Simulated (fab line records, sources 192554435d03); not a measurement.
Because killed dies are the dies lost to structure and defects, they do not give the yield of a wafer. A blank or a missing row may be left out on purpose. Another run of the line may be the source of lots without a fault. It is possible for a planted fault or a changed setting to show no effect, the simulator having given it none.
Matching of chambers ; flow n5-finfet ; rie-diel-04 running N5_PMOS_HMC_CHANNEL_EPI_DESCUM_14: 4 sister chambers
The step chemistry O2, time 7.9 s. 14 wafers are shown with their chamber, then 7 later ones without.

WAFERS, EACH WITH ITS CHAMBER
wafer;chamber;showerhead-plenum-p-Torr (Torr);drypump-motor-current-A (A);throttle-valve-pct (%)
L143.3;0;2.24;5.4;20.20
L143.5;3;2.11;6.5;20.37
L143.6;0;2.24;5.4;20.22
L149.1;2;2.09;6.5;20.30
L149.2;0;2.24;5.4;20.21
L149.5;3;2.10;6.4;20.37
L152.1;2;2.09;6.5;20.33
L152.3;0;2.23;5.5;20.23
L152.4;1;2.11;6.2;20.58
L154.1;3;2.10;6.4;20.39
L154.2;1;2.10;6.1;20.57
L154.6;3;2.10;6.4;20.40
L158.1;2;2.09;6.5;20.35
L158.2;3;2.10;6.4;20.40

SIGNATURES (averages over the wafers above)
reading;chamber 0;chamber 1;chamber 2;chamber 3;scatter within a chamber
showerhead-plenum-p-Torr;2.2375;2.1050;2.0900;2.1020;0.00453
drypump-motor-current-A;5.425;6.150;6.500;6.420;0.0453
throttle-valve-pct;20.2150;20.5750;20.3267;20.3860;0.0165
Rule: a wafer's distance from a chamber is the root of the sum, over the readings, of the square of ((its reading less the chamber's mean) divided by the reading's scatter). If the next closest chamber is less than 2 further off than the closest, the wafer can't be placed; otherwise it belongs to the closest. The scatter: the root of (the sum of the squares of (reading less its chamber's mean) over the shown wafers, divided by (wafers less chambers)).

WAFERS WITHOUT THEIR CHAMBER
wafer;showerhead-plenum-p-Torr (Torr);drypump-motor-current-A (A);throttle-valve-pct (%)
L158.4;2.23;5.5;20.25
L160.1;2.09;6.5;20.34
L160.2;2.23;5.4;20.26
L160.6;2.23;5.4;20.24
L161.1;2.10;6.5;20.40
L161.3;2.08;6.5;20.34
L161.6;2.23;5.4;20.27

EACH ONE'S CHAMBER
wafer;from the rows above;in truth
L158.4;0;0
L160.1;2;2
L160.2;0;0
L160.6;0;0
L161.1;3;3
L161.3;2;2
L161.6;0;0
7 of 7 placed correctly. Number that these rows cannot place: 0. Wrongly placed: 0.
